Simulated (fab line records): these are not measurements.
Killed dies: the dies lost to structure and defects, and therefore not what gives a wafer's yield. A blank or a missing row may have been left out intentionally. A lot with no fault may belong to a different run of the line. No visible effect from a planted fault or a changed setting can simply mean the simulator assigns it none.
Chamber matching -- flow n5 finfet -- 4 sister chambers for N5_BEOL_M3_STRIP_19 on rie diel-03
The step strips in O2. 8 wafers are shown with their chamber, then 9 later ones without.

== WAFERS, EACH WITH ITS CHAMBER ==
wafer,chamber,drypump motor current A (A),showerhead plenum p Torr (Torr)
L081.5,3,5.0,1.98
L080.1,1,5.6,2.05
L080.4,2,5.6,2.08
L084.5,1,5.7,2.05
L084.6,0,6.0,2.16
L088.1,0,6.0,2.16
L088.4,2,5.6,2.08
L088.5,3,5.0,1.97

== WAFERS WITH NO CHAMBER GIVEN ==
wafer,drypump motor current A (A),showerhead plenum p Torr (Torr)
L089.3,6.0,2.16
L089.5,6.0,2.16
L089.6,5.6,2.08
L096.3,5.0,1.97
L096.5,5.6,2.08
L096.6,5.0,1.97
L097.1,5.0,1.97
L097.4,5.7,2.04
L097.5,6.0,2.15

== EACH ONE'S CHAMBER ==
wafer,from the rows above,in truth
L089.3,0,0
L089.5,0,0
L089.6,2,2
L096.3,3,3
L096.5,2,2
L096.6,3,3
L097.1,3,3
L097.4,1,1
L097.5,0,0
Correctly placed: 9 of 9. Left unplaced by these rows: 0. Placed wrongly: 0.
How it was worked out, from the rows above alone: a wafer's distance from a chamber is the root of the sum, over the readings, of the square of ((its reading less the chamber's mean) divided by the reading's scatter). If the next closest chamber is less than 2 further off than the closest, the wafer can't be placed; otherwise it belongs to the closest. Each chamber's mean is taken over the wafers shown for it. The scatter: take each reading less its chamber's mean, square it, sum over the shown wafers, divide by the number of wafers less the number of chambers, and take the root.
